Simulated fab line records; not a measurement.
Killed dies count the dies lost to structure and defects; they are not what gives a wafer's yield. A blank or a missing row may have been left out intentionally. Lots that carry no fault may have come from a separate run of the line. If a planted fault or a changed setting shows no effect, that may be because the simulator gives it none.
fab line records + flow nand-harc
record
- lots=6
- wafers=18
- last-day=33
route steps=1302 shown A_ZERO_WELL@393 A_SOURCE_PLATE@413 A_ONON_D1@424 END@1302
lots that met no fault: from a run of the same line without faults
start-h: the number of hours between the record's first day and the start of the first shown wafer of the lot + wait-h: hours elapsed since this lot's preceding step + " repeats the value in the row above + L1.1+2: several wafers, shown together as one row + - value missing, or start not given + * or withheld: withheld + < > ~ a bound
route shown NAME@n: a module of which the file shows steps, and the number in the route of the first + usual: the fault-free wafers' mean and standard deviation + same: alike in all rows + chamber/n: place in a boat + sites: per-site readings + _std_site: the standard deviation of these + _edge_site: the outer-site mean with the inner-site mean subtracted + radius-mm: for every site, how far away it sits from the centre of the wafer + mask NAME#n: copy n + behind: the most recent tool/chamber to have shaped the wafer + hold: reason for holding the lot/hours on hold/outcome of the hold + device: transistor that didn't switch, given as n, p or np + end of line: tests of these same wafers at the route's end + a step given without rows: its recipe and nothing more + killed: count of dies lost to structure and defects at first sort (not the wafer's yield) + map: a wafer's dies, marking killed ones x, the rest . and places with no die _
set.NAME: setting as actually run; set.NAME@STEP: the setting as run at that earlier step + model.NAME: the simulator's own value behind a step, which no gauge read
lots seen at some steps along the route; tables by step, rows by wafer
services: from which hour (start-h, from the record's first day; less than 0 if before it) a tool's chamber was out of use, for how many hours, and why
## steps
# step NHARC_A_ZERO_WELL_HMDS_03
# recipe
- time-s=30
# step NHARC_A_ZERO_WELL_COAT_18
# recipe
- temp-c=200
- time-s=65
# step NHARC_A_ZERO_WELL_COAT_04
# recipe
- spin-rpm=2000
- resist-thk-nm=600
# step NHARC_A_ZERO_WELL_SOFTBAKE_05
# recipe
- temp-c=125
- time-s=70
# step NHARC_A_ZERO_WELL_EBR_06
# step NHARC_A_ZERO_WELL_EXPOSE_07
# recipe
- na=0.55
- dose-mj=33.85
- mask-id=A_ZERO
# step NHARC_A_ZERO_WELL_PEB_08
# recipe
- peb-temp-c=128
- peb-time-s=80
# step NHARC_A_ZERO_WELL_DEVELOP_09
# recipe
- time-s=50
- dev-temp-c=22
# step NHARC_A_ZERO_WELL_CD_MEAS_10
# recipe
- target-cd-nm=2000
- landing-energy-ev=500
# usual
- cd-nm=1999.8/1.9
# same
- landing-energy-ev=500
| lot.wafer | tool      | chamber | start-h | wait-h | cd-nm  |
|-----------|-----------|---------|---------|--------|--------|
| L130.3    | cd-sem-01 | 0       | 142.64  | -      | 2000.8 |
| L130.4    | "         | 0       | "       | "      | 2001.9 |
| L130.6    | "         | 0       | "       | "      | 2000.6 |
| L131.3    | cd-sem-02 | 0       | 145.83  | -      | 1999.3 |
| L131.4    | "         | 0       | "       | "      | 1998.1 |
| L131.6    | "         | 0       | "       | "      | 1999.5 |
| L136.1    | cd-sem-03 | 0       | 203.44  | -      | 1996.7 |
| L136.3    | "         | 0       | "       | "      | 1997.9 |
| L136.6    | "         | 0       | "       | "      | 1996.1 |
| L137.1    | cd-sem-01 | 0       | 214.65  | -      | 2002.6 |
| L137.3    | "         | 0       | "       | "      | 1996.1 |
| L137.6    | "         | 0       | "       | "      | 2001.3 |
| L142.1    | cd-sem-03 | 0       | 256.14  | -      | 1997.3 |
| L142.3    | "         | 0       | "       | "      | 1997.4 |
| L142.5    | "         | 0       | "       | "      | 1997.8 |
| L152.1    | cd-sem-02 | 0       | 360.14  | -      | 2001.5 |
| L152.2    | "         | 0       | "       | "      | 2001.5 |
| L152.3    | "         | 0       | "       | "      | 2001.7 |
# step NHARC_A_ZERO_WELL_HARDBAKE_11
# recipe
- temp-c=118
- time-s=65
# step NHARC_A_ZERO_WELL_DESCUM_12
# recipe
- time-s=3
- o2-flow-sccm=200
- ar-flow-sccm=0
- bias-power-w=0
- chemistry=O2
# usual
- drypump-motor-current-A=5.7/0.55
- mfc-ar-sccm=0.019/0.018
- o2-flow-sccm=199.9/0.7
- oes-product-au=1.002/0.013
- rf-vpp-V=57.8/0.93
- showerhead-plenum-p-Torr=1.93/0.075
- throttle-valve-pct=11.310/0.0096
| lot.wafer | tool        | chamber | start-h | wait-h | drypump-motor-current-A | mfc-ar-sccm | o2-flow-sccm | oes-product-au | rf-hours-counter-h | rf-vpp-V | showerhead-plenum-p-Torr | throttle-valve-pct |
|-----------|-------------|---------|---------|--------|-------------------------|-------------|--------------|----------------|--------------------|----------|--------------------------|--------------------|
| L130.4    | rie-diel-05 | 3       | 142.79  | -      | 5.7                     | 0.003       | 201.3        | 0.989          | 2                  | 58.6     | 1.99                     | 11.313             |
| L130.3    | "           | 1       | "       | "      | 6.6                     | 0.044       | 199.8        | 1.011          | 3                  | 55.6     | 1.87                     | 11.308             |
| L130.6    | "           | 3       | "       | "      | 5.7                     | 0.003       | 201.3        | 0.992          | -                  | 56.9     | 1.99                     | 11.311             |
| L131.3    | rie-diel-06 | 2       | 145.99  | -      | 5.6                     | 0.042       | 200.2        | 0.972          | 0                  | 57.5     | 1.82                     | 11.316             |
| L131.4    | "           | 3       | "       | "      | 6.5                     | 0.038       | 200.1        | 1.002          | 0                  | 57.2     | 1.97                     | 11.301             |
| L131.6    | "           | 2       | "       | "      | 5.6                     | 0.042       | 199.2        | 0.988          | -                  | 58.2     | 1.82                     | 11.294             |
| L136.1    | rie-diel-05 | 1       | 203.59  | -      | 6.5                     | 0.044       | 200.5        | 1.001          | 4                  | 55.8     | 1.87                     | 11.296             |
| L136.3    | "           | 0       | "       | "      | 5.0                     | 0.023       | 199.2        | 1.011          | 5                  | 58.5     | 2.03                     | 11.301             |
| L136.6    | "           | 1       | "       | "      | 6.5                     | 0.044       | 200.8        | 1.004          | -                  | 59.2     | 1.87                     | 11.307             |
| L137.3    | rie-diel-05 | 2       | 214.80  | -      | 5.6                     | 0           | 199.9        | 1.010          | 4                  | 57.2     | 1.85                     | 11.323             |
| L137.1    | "           | 3       | "       | "      | 5.6                     | 0.003       | 201.2        | 0.998          | 4                  | 59.5     | 1.99                     | 11.317             |
| L137.6    | "           | 2       | "       | "      | 5.6                     | 0           | 198.9        | 1.013          | -                  | 58.3     | 1.84                     | 11.315             |
| L142.1    | rie-diel-05 | 0       | 256.31  | -      | 5.0                     | 0.023       | 201.3        | 1.006          | 1                  | 57.7     | 2.03                     | 11.318             |
| L142.3    | "           | 1       | "       | "      | 6.5                     | 0.044       | 198.9        | 1.030          | 1                  | 58.1     | 1.87                     | 11.308             |
| L142.5    | "           | 3       | "       | "      | 5.7                     | 0.003       | 198.8        | 0.987          | -                  | 57.7     | 1.99                     | 11.311             |
| L152.2    | rie-diel-13 | 0       | 360.29  | -      | 5.4                     | 0.026       | 198.7        | 0.990          | 2                  | 58.6     | 1.94                     | 11.299             |
| L152.3    | "           | 2       | "       | "      | 5.9                     | 0.026       | 199.2        | 0.993          | 2                  | 58.4     | 1.87                     | 11.319             |
| L152.1    | "           | 3       | "       | "      | 6.2                     | 0.023       | 199.7        | 0.989          | 2                  | 58.2     | 1.89                     | 11.323             |
# step NHARC_A_ZERO_WELL_ETCH_19
# recipe
- target-depth-a=800
- overetch-a=240
- time-s=87.88
- ion-energy-ev=200
- n2-flow-sccm=150
- h2-flow-sccm=150
- ar-flow-sccm=0
- rf-w=400
- bias-w=150
- chemistry=N2/H2
# usual
- drypump-motor-current-A=5.7/0.56
- mfc-ar-sccm=0.019/0.017
- oes-product-au=1.002/0.014
- rf-vpp-V=431.0/2.4
- showerhead-plenum-p-Torr=2.06/0.082
- throttle-valve-pct=14.173/0.0099
| lot.wafer | tool        | chamber | start-h | wait-h | drypump-motor-current-A | mfc-ar-sccm | oes-product-au | rf-hours-counter-h | rf-vpp-V | showerhead-plenum-p-Torr | throttle-valve-pct |
|-----------|-------------|---------|---------|--------|-------------------------|-------------|----------------|--------------------|----------|--------------------------|--------------------|
| L130.4    | rie-diel-05 | 3       | 142.88  | 0.1    | 5.7                     | 0.003       | 0.987          | 2                  | 431.6    | 2.12                     | 14.187             |
| L130.3    | "           | 2       | "       | "      | 5.7                     | 0           | 1.000          | 2                  | 429.5    | 1.97                     | 14.163             |
| L130.6    | "           | 3       | "       | "      | 5.6                     | 0.003       | 1.002          | -                  | 433.8    | 2.12                     | 14.168             |
| L131.3    | rie-diel-06 | 1       | 146.06  | 0.1    | 6.2                     | 0.008       | 0.997          | 0                  | 433.6    | 2.16                     | 14.180             |
| L131.4    | "           | 2       | "       | "      | 5.6                     | 0.042       | 0.992          | 0                  | 427.6    | 1.94                     | 14.170             |
| L131.6    | "           | 1       | "       | "      | 6.2                     | 0.008       | 1.001          | -                  | 432.5    | 2.16                     | 14.181             |
| L136.1    | rie-diel-05 | 2       | 203.68  | 0.1    | 5.7                     | 0           | 0.998          | 4                  | 427.1    | 1.96                     | 14.174             |
| L136.3    | "           | 0       | "       | "      | 5.0                     | 0.023       | 1.013          | 5                  | 435.5    | 2.17                     | 14.162             |
| L136.6    | "           | 3       | "       | "      | 5.7                     | 0.003       | 1.000          | -                  | 433.3    | 2.12                     | 14.155             |
| L137.1    | rie-diel-05 | 1       | 214.89  | 0.1    | 6.5                     | 0.044       | 1.018          | 5                  | 429.1    | 2.00                     | 14.143             |
| L137.3    | "           | 3       | "       | "      | 5.6                     | 0.003       | 1.006          | 4                  | 434.3    | 2.12                     | 14.179             |
| L137.6    | "           | 0       | "       | "      | 4.9                     | 0.023       | 1.014          | -                  | 434.2    | 2.17                     | 14.172             |
| L142.3    | rie-diel-05 | 2       | 256.39  | 0.1    | 5.7                     | 0           | 0.991          | 1                  | 428.5    | 1.96                     | 14.158             |
| L142.1    | "           | 3       | "       | "      | 5.7                     | 0.003       | 1.002          | 1                  | 432.1    | 2.12                     | 14.163             |
| L142.5    | "           | 2       | "       | "      | 5.7                     | 0           | 0.998          | -                  | 428.2    | 1.96                     | 14.170             |
| L152.2    | rie-diel-13 | 3       | 360.38  | 0.1    | 6.3                     | 0.023       | 0.984          | 2                  | 430.3    | 2.02                     | 14.196             |
| L152.3    | "           | 0       | "       | "      | 5.4                     | 0.026       | 0.998          | 2                  | 430.7    | 2.07                     | 14.192             |
| L152.1    | "           | 1       | "       | "      | 5.7                     | 0.008       | 1.014          | 2                  | 429.7    | 1.99                     | 14.158             |
# step NHARC_A_ZERO_WELL_ETCH_13
# recipe
- target-depth-a=1200
- time-s=40.1
- hbr-flow-sccm=150
- cl2-flow-sccm=50
- rf-w=400
- icp-w=400
- bias-w=100
- chemistry=HBr/Cl2
# usual
- drypump-motor-current-A=5.6/0.37
- oes-product-au=0.999/0.011
- throttle-valve-pct=26.405/0.0086
| lot.wafer | tool      | chamber | start-h | wait-h | drypump-motor-current-A | oes-product-au | rf-hours-counter-h | throttle-valve-pct |
|-----------|-----------|---------|---------|--------|-------------------------|----------------|--------------------|--------------------|
| L130.3    | rie-si-06 | 0       | 143.00  | -      | 6.0                     | 0.988          | 0.37               | 26.403             |
| L130.4    | "         | 2       | "       | "      | 5.5                     | 1.006          | 0.28               | 26.406             |
| L130.6    | "         | 1       | "       | "      | 5.8                     | 1.011          | -                  | 26.415             |
| L131.3    | rie-si-01 | 0       | 146.18  | -      | 5.7                     | 0.987          | 0.54               | 26.410             |
| L131.4    | "         | 2       | "       | "      | 5.5                     | 0.990          | 0.94               | 26.397             |
| L131.6    | "         | 1       | "       | "      | 6.3                     | 1.004          | -                  | 26.413             |
| L136.1    | rie-si-06 | 2       | 203.80  | -      | 5.5                     | 0.999          | 0.66               | 26.412             |
| L136.3    | "         | 0       | "       | "      | 6.0                     | 0.991          | 0.75               | 26.392             |
| L136.6    | "         | 2       | "       | "      | 5.5                     | 1.009          | -                  | 26.401             |
| L137.3    | rie-si-06 | 3       | 215.01  | -      | 5.3                     | 0.995          | 0.70               | 26.406             |
| L137.1    | "         | 0       | "       | "      | 6.0                     | 1.000          | 0.84               | 26.401             |
| L137.6    | "         | 0       | "       | "      | 6.0                     | 1.012          | -                  | 26.412             |
| L142.1    | rie-si-01 | 1       | 256.51  | -      | 6.4                     | 0.999          | 0.36               | 26.425             |
| L142.3    | "         | 3       | "       | "      | 6.2                     | 1.003          | 0.37               | 26.406             |
| L142.5    | "         | 1       | "       | "      | 6.4                     | 0.990          | -                  | 26.399             |
| L152.3    | rie-si-03 | 3       | 360.51  | -      | 5.3                     | 1.002          | 0.91               | 26.407             |
| L152.2    | "         | 0       | "       | "      | 5.2                     | 0.997          | 0.77               | 26.429             |
| L152.1    | "         | 1       | "       | "      | 5.1                     | 1.011          | 0.71               | 26.404             |
# step NHARC_A_ZERO_WELL_STRIP_14
# recipe
- time-s=900
- temp-c=130
- chemistry=SPM
# step NHARC_A_ZERO_WELL_IMPLANT_15
# recipe
- energy-kev=150
- dose-cm2=1e+13
- tilt-deg=7
# step NHARC_A_ZERO_WELL_PRECLEAN_22
# recipe
- time-s=60
- temp-c=50
- bath-age-min=0
- chemistry=SC1
# step NHARC_A_ZERO_WELL_SRD_23
# step NHARC_A_ZERO_WELL_RTA_16
# recipe
- temp-c=1000
- time-s=10
# usual
- anneal-temp-c-max=1005.5/1.4
- lamp-power-pct=29.39/0.062
- lamp_zone_5_pct=29.40/0.064
- wafer_temp_C_max=1006.7/2.2
| lot.wafer | tool          | chamber | start-h | wait-h | anneal-temp-c-max | lamp-power-pct | lamp_zone_5_pct | wafer_temp_C_max |
|-----------|---------------|---------|---------|--------|-------------------|----------------|-----------------|------------------|
| L130.3    | rtp-anneal-02 | 0       | 143.95  | -      | 1005.1            | 29.33          | 29.30           | 1005.5           |
| L130.4    | "             | 0       | "       | "      | 1003.3            | 29.33          | 29.33           | 1004.6           |
| L130.6    | "             | 0       | "       | "      | 1005.2            | 29.38          | 29.36           | 1004.1           |
| L131.3    | rtp-anneal-02 | 0       | 147.14  | -      | 1006.2            | 29.32          | 29.34           | 1005.2           |
| L131.4    | "             | 0       | "       | "      | 1003.6            | 29.33          | 29.33           | 1004.6           |
| L131.6    | "             | 0       | "       | "      | 1004.0            | 29.33          | 29.34           | 1005.0           |
| L136.1    | rtp-anneal-02 | 0       | 204.78  | -      | 1004.6            | 29.32          | 29.32           | 1004.5           |
| L136.3    | "             | 0       | "       | "      | 1005.9            | 29.27          | 29.31           | 1004.1           |
| L136.6    | "             | 0       | "       | "      | 1004.3            | 29.30          | 29.33           | 1003.9           |
| L137.1    | rtp-anneal-01 | 0       | 215.93  | -      | 1006.0            | 29.46          | 29.41           | 1008.0           |
| L137.3    | "             | 0       | "       | "      | 1006.9            | 29.45          | 29.47           | 1008.2           |
| L137.6    | "             | 0       | "       | "      | 1006.0            | 29.47          | 29.44           | 1009.1           |
| L142.1    | rtp-anneal-01 | 0       | 257.46  | -      | 1005.8            | 29.45          | 29.47           | 1009.2           |
| L142.3    | "             | 0       | "       | "      | 1005.1            | 29.45          | 29.47           | 1007.6           |
| L142.5    | "             | 0       | "       | "      | 1005.2            | 29.47          | 29.50           | 1007.7           |
| L152.1    | rtp-anneal-01 | 0       | 361.40  | -      | 1005.6            | 29.44          | 29.45           | 1007.9           |
| L152.2    | "             | 0       | "       | "      | 1006.8            | 29.41          | 29.45           | 1006.8           |
| L152.3    | "             | 0       | "       | "      | 1006.7            | 29.46          | 29.44           | 1008.2           |
# step NHARC_A_ZERO_WELL_INSPECT_17
# usual
- raw-defect-count=9/5.1
| lot.wafer | tool              | chamber | start-h | wait-h | raw-defect-count |
|-----------|-------------------|---------|---------|--------|------------------|
| L130.3    | defect-inspect-01 | -       | 144.10  | 0.1    | 10               |
| L130.4    | "                 | -       | "       | "      | 9                |
| L130.6    | "                 | -       | "       | "      | 7                |
| L131.3    | defect-inspect-01 | -       | 147.29  | 0.1    | 8                |
| L131.4    | "                 | -       | "       | "      | 11               |
| L131.6    | "                 | -       | "       | "      | 13               |
| L136.1    | defect-inspect-01 | -       | 204.97  | 0.2    | 11               |
| L136.3    | "                 | -       | "       | "      | 764              |
| L136.6    | "                 | -       | "       | "      | 12               |
| L137.1    | defect-inspect-01 | -       | 216.13  | 0.2    | 776              |
| L137.3    | "                 | -       | "       | "      | 9                |
| L137.6    | "                 | -       | "       | "      | 785              |
| L142.1    | defect-inspect-01 | -       | 257.66  | 0.2    | 4                |
| L142.3    | "                 | -       | "       | "      | 5                |
| L142.5    | "                 | -       | "       | "      | 3                |
| L152.1    | defect-inspect-02 | -       | 361.77  | 0.3    | 10               |
| L152.2    | "                 | -       | "       | "      | 2                |
| L152.3    | "                 | -       | "       | "      | 2                |
# step NHARC_A_SOURCE_PLATE_PRECLEAN_00
# recipe
- time-s=60
- chemistry=HF-LAST
# step NHARC_A_SOURCE_PLATE_SRD_01
# step NHARC_A_SOURCE_PLATE_OXIDE_02
# recipe
- target-thk-a=100
- temp-c=900
- ox-time-s=1362
- material=SiO2
# step NHARC_A_SOURCE_PLATE_THK_MEAS_09
# recipe
- thk-meas-gauge=ellipsometry
# usual
- thk-nm=9.7/1.1
| lot.wafer | tool          | chamber | start-h | wait-h | thk-nm |
|-----------|---------------|---------|---------|--------|--------|
| L130.3    | film-metro-02 | -       | 151.28  | 0.4    | 9.6    |
| L130.4    | "             | -       | "       | "      | 9.6    |
| L130.6    | "             | -       | "       | "      | 9.8    |
| L131.3    | film-metro-01 | -       | 155.04  | 0.4    | 11.5   |
| L131.4    | "             | -       | "       | "      | 12.0   |
| L131.6    | "             | -       | "       | "      | 9.5    |
| L136.1    | film-metro-01 | -       | 212.31  | 0.4    | 9.0    |
| L136.3    | "             | -       | "       | "      | 8.3    |
| L136.6    | "             | -       | "       | "      | 11.3   |
| L137.1    | film-metro-02 | -       | 222.93  | 0.4    | 8.8    |
| L137.3    | "             | -       | "       | "      | 10.7   |
| L137.6    | "             | -       | "       | "      | 7.4    |
| L142.1    | film-metro-01 | -       | 264.94  | 0.4    | 8.5    |
| L142.3    | "             | -       | "       | "      | 8.8    |
| L142.5    | "             | -       | "       | "      | 8.8    |
| L152.1    | film-metro-01 | -       | 371.63  | 0.4    | 8.5    |
| L152.2    | "             | -       | "       | "      | 9.7    |
| L152.3    | "             | -       | "       | "      | 8.8    |
# step NHARC_A_SOURCE_PLATE_PVD_04
# recipe
- target-thk-a=500
- material=WSi2
# step NHARC_A_SOURCE_PLATE_CVD_03
# recipe
- target-thk-a=2000
- temp-c=620
- pressure-mtorr=200
- time-s=4000
- material=poly-Si
# step NHARC_A_SOURCE_PLATE_ANNEAL_05
# recipe
- temp-c=850
- time-s=1800
# step NHARC_A_SOURCE_PLATE_THK_MEAS_06
# recipe
- thk-meas-gauge=ellipsometry
# usual
- thk-nm=200.1/2
| lot.wafer | tool          | chamber | start-h | wait-h | thk-nm |
|-----------|---------------|---------|---------|--------|--------|
| L130.3    | film-metro-01 | -       | 164.19  | 0.4    | 200.9  |
| L130.4    | "             | -       | "       | "      | 197.7  |
| L130.6    | "             | -       | "       | "      | 197.4  |
| L131.3    | film-metro-02 | -       | 169.59  | 0.4    | 201.0  |
| L131.4    | "             | -       | "       | "      | 201.4  |
| L131.6    | "             | -       | "       | "      | 200.5  |
| L136.1    | film-metro-02 | -       | 225.43  | 0.4    | 197.9  |
| L136.3    | "             | -       | "       | "      | 199.6  |
| L136.6    | "             | -       | "       | "      | 199.0  |
| L137.1    | film-metro-01 | -       | 235.81  | 0.4    | 200.9  |
| L137.3    | "             | -       | "       | "      | 199.7  |
| L137.6    | "             | -       | "       | "      | 201.7  |
| L142.1    | film-metro-01 | -       | 278.01  | 0.4    | 197.5  |
| L142.3    | "             | -       | "       | "      | 199.8  |
| L142.5    | "             | -       | "       | "      | 202.8  |
| L152.1    | film-metro-01 | -       | 384.63  | 0.4    | 198.6  |
| L152.2    | "             | -       | "       | "      | 199.7  |
| L152.3    | "             | -       | "       | "      | 200.4  |
# step NHARC_A_SOURCE_PLATE_INSPECT_08
# usual
- raw-defect-count=50/17
| lot.wafer | tool              | chamber | start-h | wait-h | raw-defect-count |
|-----------|-------------------|---------|---------|--------|------------------|
| L130.3    | defect-inspect-02 | -       | 164.30  | 0.0    | 77               |
| L130.4    | "                 | -       | "       | "      | 71               |
| L130.6    | "                 | -       | "       | "      | 38               |
| L131.3    | defect-inspect-01 | -       | 169.65  | 0.0    | 30               |
| L131.4    | "                 | -       | "       | "      | 27               |
| L131.6    | "                 | -       | "       | "      | 76               |
| L136.1    | defect-inspect-01 | -       | 225.51  | 0.0    | 42               |
| L136.3    | "                 | -       | "       | "      | 783              |
| L136.6    | "                 | -       | "       | "      | 35               |
| L137.1    | defect-inspect-01 | -       | 235.87  | 0.0    | 818              |
| L137.3    | "                 | -       | "       | "      | 22               |
| L137.6    | "                 | -       | "       | "      | 820              |
| L142.1    | defect-inspect-02 | -       | 278.12  | 0.1    | 58               |
| L142.3    | "                 | -       | "       | "      | 34               |
| L142.5    | "                 | -       | "       | "      | 33               |
| L152.1    | defect-inspect-02 | -       | 384.69  | 0.0    | 65               |
| L152.2    | "                 | -       | "       | "      | 64               |
| L152.3    | "                 | -       | "       | "      | 61               |
# step NHARC_A_ONON_D1_DEP_00
# recipe
- target-thk-a=10000
- n2-flow-sccm=2750
- n2o-flow-sccm=2000
- nh3-flow-sccm=500
- sih4-flow-sccm=210
- temp-c=400
# step NHARC_END_SORT_01
# recipe
- temp-c=25
# usual
- killed-at-array=55/17
- killed-at-other=0.9/1.2
- killed-at-periphery=3.7/2.5
- killed-dies=59/18
- killed-open=3.4/1.9
- killed-short=2.6/1.6
# same
- gross-dies=677
| lot.wafer | tool      | chamber | start-h | wait-h | killed-at-array | killed-at-other | killed-at-periphery | killed-dies | killed-open | killed-short |
|-----------|-----------|---------|---------|--------|-----------------|-----------------|---------------------|-------------|-------------|--------------|
| L137.1    | prober-01 | 0       | 639.43  | 2.5    | 112             | 1               | 1                   | 114         | 6           | 1            |
| L137.3    | prober-01 | 0       | 641.04  | 3.1    | 74              | 0               | 1                   | 75          | 4           | 2            |
| L137.6    | prober-01 | 0       | 643.45  | 4.0    | 131             | 0               | 3                   | 134         | 4           | 3            |
| L136.3    | prober-01 | 0       | 648.91  | 3.1    | 112             | 2               | 1                   | 115         | 5           | 1            |
| L142.1    | prober-02 | 0       | 678.16  | 2.5    | 56              | 0               | 5                   | 61          | 3           | 4            |
| L142.3    | prober-02 | 0       | 679.80  | 3.1    | 56              | 1               | 7                   | 64          | 4           | 3            |
| L142.5    | prober-02 | 0       | 681.43  | 3.8    | 70              | 2               | 3                   | 75          | 5           | 1            |
| L152.1    | prober-01 | 0       | 778.83  | 2.5    | 65              | 0               | 3                   | 68          | 8           | 0            |
| L152.2    | prober-01 | 0       | 779.64  | 2.8    | 50              | 0               | 5                   | 55          | 3           | 2            |
| L152.3    | prober-01 | 0       | 780.45  | 3.1    | 72              | 0               | 1                   | 73          | 7           | 0            |
# killed by level:class
L137.1 A_ZERO_WELL:unspecified=45 A_CHANNEL_HOLE_D1:chamber-film-flake=33 A_SLIT:chamber-film-flake=17 A_CHANNEL_HOLE_D2:chamber-film-flake=6 A_M0:geometric-particle:open=2 A_BONDPAD:chamber-film-flake=2 A_CHANNEL_FILL_D1:geometric-particle:open=1 A_DECK1_JOINT:geometric-particle:short=1
L137.3 A_CHANNEL_HOLE_D1:chamber-film-flake=32 A_SLIT:chamber-film-flake=15 A_CHANNEL_HOLE_D2:chamber-film-flake=11 A_SGD_CUT:chamber-film-flake=4 A_BONDPAD:chamber-film-flake=3 P_M2:geometric-particle:open=1 A_ONON_D1:geometric-particle:short=1 A_WL_FILL:geometric-particle:open=1
L137.6 A_ZERO_WELL:unspecified=41 A_CHANNEL_HOLE_D1:chamber-film-flake=32 A_SLIT:chamber-film-flake=32 A_CHANNEL_HOLE_D2:chamber-film-flake=10 A_SGD_CUT:chamber-film-flake=4 A_DECK1_JOINT:geometric-particle:open=2 P_GATE:chamber-film-flake=2 A_STAIRCASE:chamber-film-flake=2
L136.3 A_ZERO_WELL:unspecified=40 A_CHANNEL_HOLE_D2:chamber-film-flake=24 A_CHANNEL_HOLE_D1:chamber-film-flake=20 A_SLIT:chamber-film-flake=19 A_CONTACT:chamber-film-flake=4 A_ONON_D2:geometric-particle:open=1 A_CHANNEL_FILL_D2:geometric-particle:short=1 A_CHANNEL_FILL_D2:geometric-particle:open=1
L142.1 A_CHANNEL_HOLE_D1:chamber-film-flake=30 A_CHANNEL_HOLE_D2:chamber-film-flake=12 A_SLIT:chamber-film-flake=5 A_CHANNEL_FILL_D1:geometric-particle:open=2 A_CHANNEL_FILL_D1:geometric-particle:short=2 P_CONTACT:chamber-film-flake=2 P_CONTACT:geometric-particle:short=1 A_DECK1_JOINT:geometric-particle:short=1
L142.3 A_CHANNEL_HOLE_D1:chamber-film-flake=33 A_CHANNEL_HOLE_D2:chamber-film-flake=13 A_WL_FILL:geometric-particle:open=2 P_CONTACT:chamber-film-flake=2 A_STAIRCASE:chamber-film-flake=2 A_SGD_CUT:chamber-film-flake=2 A_WL_FILL:chamber-film-flake=2 P_CONTACT:geometric-particle:short=1
L142.5 A_CHANNEL_HOLE_D1:chamber-film-flake=30 A_CHANNEL_HOLE_D2:chamber-film-flake=21 A_STAIRCASE:chamber-film-flake=5 A_SGD_CUT:chamber-film-flake=4 P_GATE:chamber-film-flake=2 A_SLIT:chamber-film-flake=2 A_WL_FILL:chamber-film-flake=2 THIN_TSV:chamber-film-flake=2
L152.1 A_CHANNEL_HOLE_D2:chamber-film-flake=23 A_SLIT:chamber-film-flake=20 A_CHANNEL_HOLE_D1:chamber-film-flake=7 A_CONTACT:chamber-film-flake=5 A_CHANNEL_FILL_D2:geometric-particle:open=2 A_DECK1_JOINT:chamber-film-flake=2 P_M0:geometric-particle:open=1 P_M1:geometric-particle:open=1
L152.2 A_CHANNEL_HOLE_D1:chamber-film-flake=19 A_SLIT:chamber-film-flake=18 A_CHANNEL_HOLE_D2:chamber-film-flake=7 P_STI:chamber-film-flake=3 A_CONTACT:chamber-film-flake=2 P_GATE:geometric-particle:open=1 P_CONTACT:geometric-particle:open=1 A_ONON_D2:geometric-particle:short=1
L152.3 A_CHANNEL_HOLE_D2:chamber-film-flake=22 A_SLIT:chamber-film-flake=19 A_CHANNEL_HOLE_D1:chamber-film-flake=16 A_CONTACT:chamber-film-flake=5 A_CHANNEL_FILL_D1:geometric-particle:open=3 A_SGD_CUT:chamber-film-flake=2 A_ONON_D1:geometric-particle:open=1 A_STAIRCASE:geometric-particle:open=1
# map L136.3 (x killed, . not)
____________.____________
_________.....xx_________
_______......xxxxx_______
______.......xxxxxx______
_____.....x....xxxxx_____
____...........xxxxxx____
____...........xxxxxx____
___x..x.........xxxxxx___
___......x.......xx.x.___
__.xx...........x......__
__x.xx....x............__
_...xxxx..x..x.........._
_..xxxxxxx.............._
_.x.xxxxx..............._
_..xxxxxxx..x..........._
_...xxxxxx.............._
..x.xxxxxx.............x.
..xx.xxxx................
....xxxxx................
.....x.xxx...............
.......x................x
_......................._
_......................._
_.....x................._
_........x..........x..._
_......................._
__.....................__
__.....................__
___...x...............___
___..x................___
____.................____
____.................____
_____..............._____
______..x.....x....______
_______..........._______
_________......._________
____________.____________
# map L137.6 (x killed, . not)
____________x____________
_________.x...xx_________
_______x..x.xxxxxx_______
______.x.xx..xxxxxx______
_____...xx...xxxxxxx_____
____..x..x.....xxxxxx____
____......x.....xxxxx____
___...xx........x.xxx.___
___....x.........xxxxx___
__....x..x........x.x..__
__x.xx.x............xx.__
_.x..xxx...x............_
_.x.xxxxx......x........_
_x..x.x..x........x....._
_..xxxxxxxx............._
_x...xxxxxx............._
.x...xxxxxx..............
....xxxxxxx........x.....
.....x.xxxx......x.......
.....xx.x.........x......
......xxx.x..............
_.......x......x........_
_....x.................._
_...........x.....x....._
_......................._
_......................._
__..........x..........__
__.....................__
___...................___
___...................___
____.................____
____.................____
_____.......x......._____
______.............______
_______..........._______
_________......._________
____________.____________
## services
| tool        | chamber | start-h | hours | kind   |
|-------------|---------|---------|-------|--------|
| rie-diel-06 | -       | 130.24  | 9.0   | pm     |
| rie-si-03   | 3       | 134.11  | 3.9   | repair |
| rie-si-03   | 1       | 149.88  | 1.9   | repair |
| rie-diel-05 | -       | 157.01  | 1.2   | repair |
| rie-si-03   | 1       | 160.98  | 5.2   | repair |
| rie-diel-05 | 3       | 161.42  | 3.4   | repair |
| rie-diel-13 | -       | 165.00  | 9.0   | pm     |
| rie-diel-05 | 1       | 170.10  | 12.5  | repair |
| rie-diel-06 | 0       | 172.62  | 2.4   | repair |
| rie-diel-13 | 1       | 177.41  | 6.6   | repair |
| rie-si-03   | 1       | 186.05  | 4.5   | repair |
| rie-si-06   | 1       | 188.39  | 31.9  | repair |
| rie-si-01   | -       | 193.00  | 9.0   | pm     |
| rie-diel-13 | 3       | 194.42  | 11.7  | repair |
| rie-si-06   | 2       | 204.52  | 5.0   | repair |
| rie-diel-05 | -       | 229.60  | 9.0   | pm     |
| rie-diel-05 | -       | 245.47  | 2.0   | repair |
| rie-si-06   | -       | 249.00  | 9.0   | pm     |
| rie-diel-13 | 0       | 279.24  | 4.7   | repair |
| rie-si-01   | 3       | 294.45  | 1.6   | repair |
| rie-diel-06 | -       | 307.24  | 9.0   | pm     |
| rie-si-01   | 2       | 308.84  | 3.4   | repair |
| rie-si-06   | -       | 313.84  | 0.9   | repair |
| rie-diel-13 | -       | 342.00  | 9.0   | pm     |
## key
first-sign
- step=NHARC_A_ZERO_WELL_INSPECT_17
- reading=raw-defect-count
- direction=up
- sigmas=99+
- usual=9
- struck=775
effect
- step=NHARC_A_SOURCE_PLATE_INSPECT_08
- reading=raw-defect-count
- direction=up
- sigmas=44
- usual=50
- struck=807
effect
- step=NHARC_END_SORT_01
- reading=killed-at-array
- direction=up
- sigmas=3.7
- usual=55
- struck=118
more-kills-born-at
- NHARC_A_ZERO_WELL_ETCH_13@rie-si-06=126
met-at NHARC_A_ZERO_WELL_ETCH_13
struck-wafers L136.3,L137.1,L137.6
tester-left-out L136,L137
onset-between 143.00 203.80
fault
- kind=chamber-particle-source
- tool=rie-si-06
- chamber=0
- onset-h=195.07
- steps=NHARC_A_ZERO_WELL_ETCH_13
- rate-per-visit-cm2=1.1633
- end-h=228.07
# tester-left-out: of these lots the tester's yield and bins aren't shown, on N5 and GAA mostly nor the transistor test; their killed dies are dies lost to structure and defects alone, not to doping, threshold or leakage, so they don't give the yield
